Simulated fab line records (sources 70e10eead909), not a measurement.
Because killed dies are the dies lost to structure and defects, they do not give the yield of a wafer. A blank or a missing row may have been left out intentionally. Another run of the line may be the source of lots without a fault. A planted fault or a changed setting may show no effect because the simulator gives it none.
Check for tools in common / flow nandHarc / Sampled: 6 lots, 18 wafers

== WHY IT WAS OPENED ==
Flagged at NHARC_END_SORT_01: reading killedAtArray, on 2 of 6 lots. Fault-free wafers read 56, with a standard deviation of 19.
Rule: a lot is flagged in two cases, either no wafer of it has a number, or all its wafers with numbers fall more than 4 standard deviations from that mean. All remaining lots are regarded as sound.

lot=L930; measured=day 25 04:16; on=prober-02; killedAtArray, wafer by wafer=97 86 93; flag=
lot=L935; measured=day 27 14:01; on=prober-01; killedAtArray, wafer by wafer=45 47 45; flag=
lot=L938; measured=day 28 18:31; on=prober-02; killedAtArray, wafer by wafer=672 674 673; flag=FLAGGED
lot=L941; measured=day 29 11:12; on=prober-02; killedAtArray, wafer by wafer=55 71 58; flag=
lot=L939; measured=day 29 12:00; on=prober-01; killedAtArray, wafer by wafer=673 673 674; flag=FLAGGED
lot=L947; measured=day 31 22:58; on=prober-02; killedAtArray, wafer by wafer=61 78 68; flag=
Average over the flagged lots: 673; offset from the usual +617, equal to +32 standard deviations.

== WHICH TOOL EACH LOT WENT THROUGH ==
4 process steps preceding the reading are held in the record, out of 1302 steps in the route. Each cell gives the tool, then ch followed by the chambers the sampled wafers passed through, then the start.
lot=L930; flag=; NHARC_A_CHANNEL_HOLE_D1_XSEM_31=xsem-02 ch 0, day 9 11:29; NHARC_A_CHANNEL_FILL_D1_STRIP_29=rieDiel-03 ch 0,2, day 13 02:05 or earlier; NHARC_A_DECK1_JOINT_DEP_16=pecvd-01 ch 0,2, day 13 02:05; NHARC_A_ONON_D2_DEP_12=pecvdOnon-04 ch 0, day 13 04:42
lot=L935; flag=; NHARC_A_CHANNEL_HOLE_D1_XSEM_31=xsem-01 ch 0, day 11 16:22; NHARC_A_CHANNEL_FILL_D1_STRIP_29=rieDiel-13 ch 0,2, day 15 03:06 or earlier; NHARC_A_DECK1_JOINT_DEP_16=pecvd-03 ch 0,1,2, day 15 03:06; NHARC_A_ONON_D2_DEP_12=pecvdOnon-03 ch 0, day 15 05:44
lot=L938; flag=FLAGGED; NHARC_A_CHANNEL_HOLE_D1_XSEM_31=xsem-01 ch 0, day 13 12:05; NHARC_A_CHANNEL_FILL_D1_STRIP_29=rieDiel-13 ch 0,1,2, day 16 22:22 or earlier; NHARC_A_DECK1_JOINT_DEP_16=pecvd-04 ch 0,1, day 16 22:22; NHARC_A_ONON_D2_DEP_12=pecvdOnon-04, day 17 00:58
lot=L941; flag=; NHARC_A_CHANNEL_HOLE_D1_XSEM_31=xsem-01 ch 0, day 13 21:22; NHARC_A_CHANNEL_FILL_D1_STRIP_29=rieDiel-03 ch 0,1,2, day 17 09:09 or earlier; NHARC_A_DECK1_JOINT_DEP_16=pecvd-03 ch 0,1,2, day 17 09:09; NHARC_A_ONON_D2_DEP_12=pecvdOnon-01 ch 0, day 17 11:48
lot=L939; flag=FLAGGED; NHARC_A_CHANNEL_HOLE_D1_XSEM_31=xsem-02 ch 0, day 13 12:02; NHARC_A_CHANNEL_FILL_D1_STRIP_29=rieDiel-03 ch 0,2, day 17 01:19 or earlier; NHARC_A_DECK1_JOINT_DEP_16=pecvd-03 ch 0,2, day 17 01:19; NHARC_A_ONON_D2_DEP_12=pecvdOnon-04, day 17 04:02
lot=L947; flag=; NHARC_A_CHANNEL_HOLE_D1_XSEM_31=xsem-02 ch 0, day 16 13:05; NHARC_A_CHANNEL_FILL_D1_STRIP_29=rieDiel-13 ch 1,3, day 19 21:10 or earlier; NHARC_A_DECK1_JOINT_DEP_16=pecvd-01 ch 0,1,2, day 19 21:10; NHARC_A_ONON_D2_DEP_12=pecvdOnon-04 ch 0, day 19 23:49
These steps, and what they do:
- NHARC_A_CHANNEL_HOLE_D1_XSEM_31
- NHARC_A_CHANNEL_FILL_D1_STRIP_29: strips in O2, time 20 s.
- NHARC_A_DECK1_JOINT_DEP_16: deposits SiO2, target thk 45 nm.
- NHARC_A_ONON_D2_DEP_12: target thk 1000 nm.
- NHARC_END_SORT_01

== FLAGGED OVER TOTAL, TOOL BY TOOL (the gauges that took the reading come last) ==
step=NHARC_A_CHANNEL_HOLE_D1_XSEM_31; tool=xsem-01; lots run=3; flagged=1; share of the flagged lots=some; sound lots run after its first flagged lot=1 (L941)
step=NHARC_A_CHANNEL_HOLE_D1_XSEM_31; tool=xsem-02; lots run=3; flagged=1; share of the flagged lots=some; sound lots run after its first flagged lot=1 (L947)
step=NHARC_A_CHANNEL_FILL_D1_STRIP_29; tool=rieDiel-03; lots run=3; flagged=1; share of the flagged lots=some; sound lots run after its first flagged lot=1 (L941)
step=NHARC_A_CHANNEL_FILL_D1_STRIP_29; tool=rieDiel-13; lots run=3; flagged=1; share of the flagged lots=some; sound lots run after its first flagged lot=1 (L947)
step=NHARC_A_DECK1_JOINT_DEP_16; tool=pecvd-01; lots run=2; flagged=0; share of the flagged lots=none; sound lots run after its first flagged lot=-
step=NHARC_A_DECK1_JOINT_DEP_16; tool=pecvd-03; lots run=3; flagged=1; share of the flagged lots=some; sound lots run after its first flagged lot=1 (L941)
step=NHARC_A_DECK1_JOINT_DEP_16; tool=pecvd-04; lots run=1; flagged=1; share of the flagged lots=some; sound lots run after its first flagged lot=0
step=NHARC_A_ONON_D2_DEP_12; tool=pecvdOnon-01; lots run=1; flagged=0; share of the flagged lots=none; sound lots run after its first flagged lot=-
step=NHARC_A_ONON_D2_DEP_12; tool=pecvdOnon-03; lots run=1; flagged=0; share of the flagged lots=none; sound lots run after its first flagged lot=-
step=NHARC_A_ONON_D2_DEP_12; tool=pecvdOnon-04; lots run=4; flagged=2; share of the flagged lots=all; sound lots run after its first flagged lot=1 (L947)
step=NHARC_END_SORT_01; tool=prober-01; lots run=2; flagged=1; share of the flagged lots=some; sound lots run after its first flagged lot=0
step=NHARC_END_SORT_01; tool=prober-02; lots run=4; flagged=1; share of the flagged lots=some; sound lots run after its first flagged lot=2 (L941,L947)
NHARC_A_CHANNEL_FILL_D1_STRIP_29 gives no start for some lots, so the hours and the order of its lots are those of NHARC_A_DECK1_JOINT_DEP_16.

== WHAT THE TABLE PERMITS ==
Rows of the table that ran each flagged lot: 1, that is pecvdOnon-04 at NHARC_A_ONON_D2_DEP_12.
- pecvdOnon-04 at NHARC_A_ONON_D2_DEP_12: 2 of its 4 lots flagged. Sound lots followed the first flagged one (L947) on it, something a lasting fault affecting the whole tool could not allow. On the flagged lots its readings are blank where sound lots have values: n2FlowSccm, n2oFlowSccm, susceptorTempC.
No row of the table ran every flagged lot and no sound lot after the first.

== WHAT WAS PUT IN BY THE SIMULATOR ==
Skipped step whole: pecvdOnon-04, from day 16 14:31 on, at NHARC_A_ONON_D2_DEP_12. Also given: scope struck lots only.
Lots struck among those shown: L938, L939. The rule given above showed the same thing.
